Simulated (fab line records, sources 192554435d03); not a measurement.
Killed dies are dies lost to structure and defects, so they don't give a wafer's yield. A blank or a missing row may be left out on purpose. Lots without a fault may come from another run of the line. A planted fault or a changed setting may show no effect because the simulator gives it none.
Which tool did it? | flow n5_finfet | 9 lots, 27 wafers sampled, at 5 steps of a route of 1938

WHAT THE GAUGES READ, wafer by wafer
N5_BEOL_M4_RC_MEAS_101.
lot  | measured     | on        | DIBL_N (mV/V)
L638 | day 10 03:13 | prober-01 | 37.4 35.9 37.2
L639 | day 10 22:27 | prober-01 | 33.6 36.9 34.7
L641 | day 11 01:23 | prober-01 | 33.4 34.5 36.9
L646 | day 12 17:02 | prober-02 | 34.8 36.3 40.9
L648 | day 12 21:17 | prober-01 | 34.8 37.0 37.5
L652 | day 13 06:11 | prober-02 | 35.6 35.3 36.1
L655 | day 14 03:56 | prober-02 | 35.4 35.7 38.8
L656 | day 15 06:46 | prober-01 | 35.3 35.7 37.0
L657 | day 15 11:20 | prober-02 | 34.3 31.8 33.2

WHICH TOOL RAN EACH LOT (tool, then ch and the chambers of the sampled wafers, then the start)
lot  | N5_FIN_SAQP_DESCUM_21             | N5_FIN_SAQP_ETCH_65             | N5_FIN_SAQP_STRIP_70              | N5_FIN_SAQP_RECESS_71
L638 | rie_diel-05 ch 0,1,2, day 2 22:05 | rie_si-01 ch 0,1,3, day 3 00:21 | rie_diel-02 ch 0,1,3, day 3 01:01 | vapor_etch-02 ch 0,1, day 3 01:05
L639 | rie_diel-06 ch 2,3, day 3 04:34   | rie_si-01 ch 0,2,3, day 3 06:44 | rie_diel-05 ch 0,1, day 3 07:38   | vapor_etch-01 ch 0,1, day 3 07:41
L641 | rie_diel-06 ch 2,3, day 3 15:56   | rie_si-02 ch 0,3, day 3 18:11   | rie_diel-06 ch 1,3, day 3 18:50   | vapor_etch-01 ch 0,1, day 3 18:54
L646 | rie_diel-06 ch 1,3, day 4 22:50   | rie_si-01 ch 0,2,3, day 5 01:47 | rie_diel-02 ch 1,3, day 5 02:27   | vapor_etch-02 ch 0,1, day 5 02:31
L648 | rie_diel-02 ch 1,3, day 5 11:29   | rie_si-01 ch 0,2,3, day 5 13:46 | rie_diel-06 ch 1,2, day 5 14:26   | vapor_etch-02 ch 0,1, day 5 14:32
L652 | rie_diel-05 ch 0,1, day 6 10:40   | rie_si-02 ch 1,2, day 6 12:57   | rie_diel-06 ch 1,2, day 6 13:39   | vapor_etch-01 ch 0,1, day 6 13:43
L655 | rie_diel-06 ch 0,1,2, day 7 03:17 | rie_si-04 ch 0,2,3, day 7 05:31 | rie_diel-06 ch 1,2, day 7 06:10   | vapor_etch-01 ch 0, day 7 06:20
L656 | rie_diel-02 ch 1,2,3, day 7 09:28 | rie_si-02 ch 1,2,3, day 7 11:43 | rie_diel-05 ch 0,1,3, day 7 12:23 | vapor_etch-01 ch 0,1, day 7 12:27
L657 | rie_diel-02 ch 2,3, day 7 15:43   | rie_si-04 ch 0,1,2, day 7 18:01 | rie_diel-06 ch 0,3, day 7 18:40   | vapor_etch-02 ch 0,1, day 7 18:44
- N5_FIN_SAQP_DESCUM_21: chemistry O2, time 7.9 s.
- N5_FIN_SAQP_ETCH_65: etches SiO2 in CF4, target depth 4 nm, time 4.4 s.
- N5_FIN_SAQP_STRIP_70: strips in N2/H2.
- N5_FIN_SAQP_RECESS_71: chemistry HF/NH3, target SiO2, target depth 3 nm, afs cycles 1, sublimation time 60 s.

THE ANSWER, worked out from the rows above alone
Rule: what is usual is taken from the lots themselves. Put in order of their means at a reading, lots are off if they are a third of the lots or fewer, leave a main group of 4 or more, and stand apart from it by a gap of 3 or more times the standard deviation of the main group's means; of several such gaps the widest counts. A main group whose means are all the same, to the digits that the tables above print for the reading, isn't used. A lot without any number at a reading at which 4 lots or more have one is off too. The other lots that the step has rows for count as sound.
No lot is off at any reading shown: from this, nothing can be told.

WHAT THE SIMULATOR HAD PUT IN
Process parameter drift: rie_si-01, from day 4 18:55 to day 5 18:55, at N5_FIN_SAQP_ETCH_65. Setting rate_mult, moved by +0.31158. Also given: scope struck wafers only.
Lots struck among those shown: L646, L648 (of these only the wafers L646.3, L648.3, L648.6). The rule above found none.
